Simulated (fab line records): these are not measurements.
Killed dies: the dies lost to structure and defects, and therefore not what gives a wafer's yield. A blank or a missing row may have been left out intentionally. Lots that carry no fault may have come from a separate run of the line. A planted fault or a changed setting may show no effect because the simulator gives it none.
Matching of chambers || flow n5 finfet || N5_STI_FIN_REVEAL_CMP_04 on cmp-04: 4 sister chambers
The step polishes, stops on Si3N4, t overpolish 4 s, target thk 131.83 nm. 20 wafers are shown with their chamber, then 10 later ones without.

WAFERS, EACH WITH ITS CHAMBER
{"wafer": "L075.1", "chamber": 2, "time to endpoint s (s)": 105, "motor current A (A)": 7.7, "overpolish run s (s)": 3.999}
{"wafer": "L075.3", "chamber": 1, "time to endpoint s (s)": 97, "motor current A (A)": 8.3, "overpolish run s (s)": 4.015}
{"wafer": "L075.6", "chamber": 2, "time to endpoint s (s)": 105, "motor current A (A)": 7.8, "overpolish run s (s)": 3.991}
{"wafer": "L076.1", "chamber": 1, "time to endpoint s (s)": 95, "motor current A (A)": 8.2, "overpolish run s (s)": 3.996}
{"wafer": "L076.4", "chamber": 0, "time to endpoint s (s)": 116, "motor current A (A)": 8.6, "overpolish run s (s)": 4.000}
{"wafer": "L076.6", "chamber": 0, "time to endpoint s (s)": 111, "motor current A (A)": 8.5, "overpolish run s (s)": 4.005}
{"wafer": "L077.3", "chamber": 3, "time to endpoint s (s)": 112, "motor current A (A)": 8.4, "overpolish run s (s)": 4.005}
{"wafer": "L077.5", "chamber": 1, "time to endpoint s (s)": 99, "motor current A (A)": 8.4, "overpolish run s (s)": 3.995}
{"wafer": "L077.6", "chamber": 0, "time to endpoint s (s)": 115, "motor current A (A)": 8.7, "overpolish run s (s)": 3.994}
{"wafer": "L078.2", "chamber": 3, "time to endpoint s (s)": 109, "motor current A (A)": 8.9, "overpolish run s (s)": 4.007}
{"wafer": "L078.4", "chamber": 1, "time to endpoint s (s)": 94, "motor current A (A)": 8.3, "overpolish run s (s)": 3.997}
{"wafer": "L078.6", "chamber": 2, "time to endpoint s (s)": 111, "motor current A (A)": 8.2, "overpolish run s (s)": 3.995}
{"wafer": "L081.1", "chamber": 2, "time to endpoint s (s)": 109, "motor current A (A)": 7.7, "overpolish run s (s)": 4.009}
{"wafer": "L081.2", "chamber": 3, "time to endpoint s (s)": 109, "motor current A (A)": 8.2, "overpolish run s (s)": 4.007}
{"wafer": "L081.5", "chamber": 1, "time to endpoint s (s)": 98, "motor current A (A)": 7.9, "overpolish run s (s)": 4.005}
{"wafer": "L082.2", "chamber": 0, "time to endpoint s (s)": 114, "motor current A (A)": 8.4, "overpolish run s (s)": 3.993}
{"wafer": "L082.5", "chamber": 2, "time to endpoint s (s)": 107, "motor current A (A)": 8.0, "overpolish run s (s)": 4.003}
{"wafer": "L082.6", "chamber": 1, "time to endpoint s (s)": 100, "motor current A (A)": 7.9, "overpolish run s (s)": 3.992}
{"wafer": "L083.2", "chamber": 2, "time to endpoint s (s)": 109, "motor current A (A)": 8.0, "overpolish run s (s)": 3.998}
{"wafer": "L083.3", "chamber": 0, "time to endpoint s (s)": 114, "motor current A (A)": 8.4, "overpolish run s (s)": 3.999}

SIGNATURES, as means of the wafers listed above
{"reading": "time to endpoint s", "chamber 0": 114.00, "chamber 1": 97.17, "chamber 2": 107.67, "chamber 3": 110.00, "scatter within a chamber": 2.18}
{"reading": "motor current A", "chamber 0": 8.520, "chamber 1": 8.167, "chamber 2": 7.900, "chamber 3": 8.500, "scatter within a chamber": 0.218}
{"reading": "overpolish run s", "chamber 0": 3.99820, "chamber 1": 4.00000, "chamber 2": 3.99917, "chamber 3": 4.00633, "scatter within a chamber": 0.00641}
Rule: for each reading, subtract the chamber's mean from the wafer's reading, divide by that reading's scatter and square the result; add these up over the readings and take the root, which gives the wafer's distance from the chamber. If the next closest chamber is less than 2 further off than the closest, the wafer can't be placed; otherwise it belongs to the closest. The scatter: the root of (the sum of the squares of (reading less its chamber's mean) over the shown wafers, divided by (wafers less chambers)).

WAFERS WITHOUT THEIR CHAMBER
{"wafer": "L083.4", "time to endpoint s (s)": 104, "motor current A (A)": 8.3, "overpolish run s (s)": 4.005}
{"wafer": "L084.2", "time to endpoint s (s)": 116, "motor current A (A)": 8.6, "overpolish run s (s)": 4.002}
{"wafer": "L084.4", "time to endpoint s (s)": 102, "motor current A (A)": 8.0, "overpolish run s (s)": 4.003}
{"wafer": "L084.5", "time to endpoint s (s)": 119, "motor current A (A)": 8.3, "overpolish run s (s)": 3.999}
{"wafer": "L085.1", "time to endpoint s (s)": 115, "motor current A (A)": 7.7, "overpolish run s (s)": 4.002}
{"wafer": "L085.2", "time to endpoint s (s)": 115, "motor current A (A)": 7.6, "overpolish run s (s)": 3.987}
{"wafer": "L085.3", "time to endpoint s (s)": 118, "motor current A (A)": 8.8, "overpolish run s (s)": 4.006}
{"wafer": "L096.2", "time to endpoint s (s)": 114, "motor current A (A)": 8.4, "overpolish run s (s)": 4.025}
{"wafer": "L096.3", "time to endpoint s (s)": 120, "motor current A (A)": 8.2, "overpolish run s (s)": 4.004}
{"wafer": "L096.4", "time to endpoint s (s)": 114, "motor current A (A)": 7.7, "overpolish run s (s)": 3.991}

CHAMBER TAKEN BY EACH
{"wafer": "L083.4", "from the rows above": "can't be placed: 2 or 3 or 1", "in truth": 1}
{"wafer": "L084.2", "from the rows above": "can't be placed: 0 or 3", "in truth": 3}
{"wafer": "L084.4", "from the rows above": "can't be placed: 1 or 2 or 3", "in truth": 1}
{"wafer": "L084.5", "from the rows above": "can't be placed: 0 or 3", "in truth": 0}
{"wafer": "L085.1", "from the rows above": "can't be placed: 2 or 0 or 3", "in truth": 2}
{"wafer": "L085.2", "from the rows above": "can't be placed: 2 or 0 or 3", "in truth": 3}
{"wafer": "L085.3", "from the rows above": "can't be placed: 0 or 3", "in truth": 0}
{"wafer": "L096.2", "from the rows above": "can't be placed: 3 or 0 or 2", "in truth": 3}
{"wafer": "L096.3", "from the rows above": "can't be placed: 0 or 3", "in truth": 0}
{"wafer": "L096.4", "from the rows above": "can't be placed: 2 or 0 or 3", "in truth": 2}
Placed correctly: 0 of 10. Unplaceable from these rows: 10, with the true chamber sitting among the candidates in 10. Placed wrongly: 0.
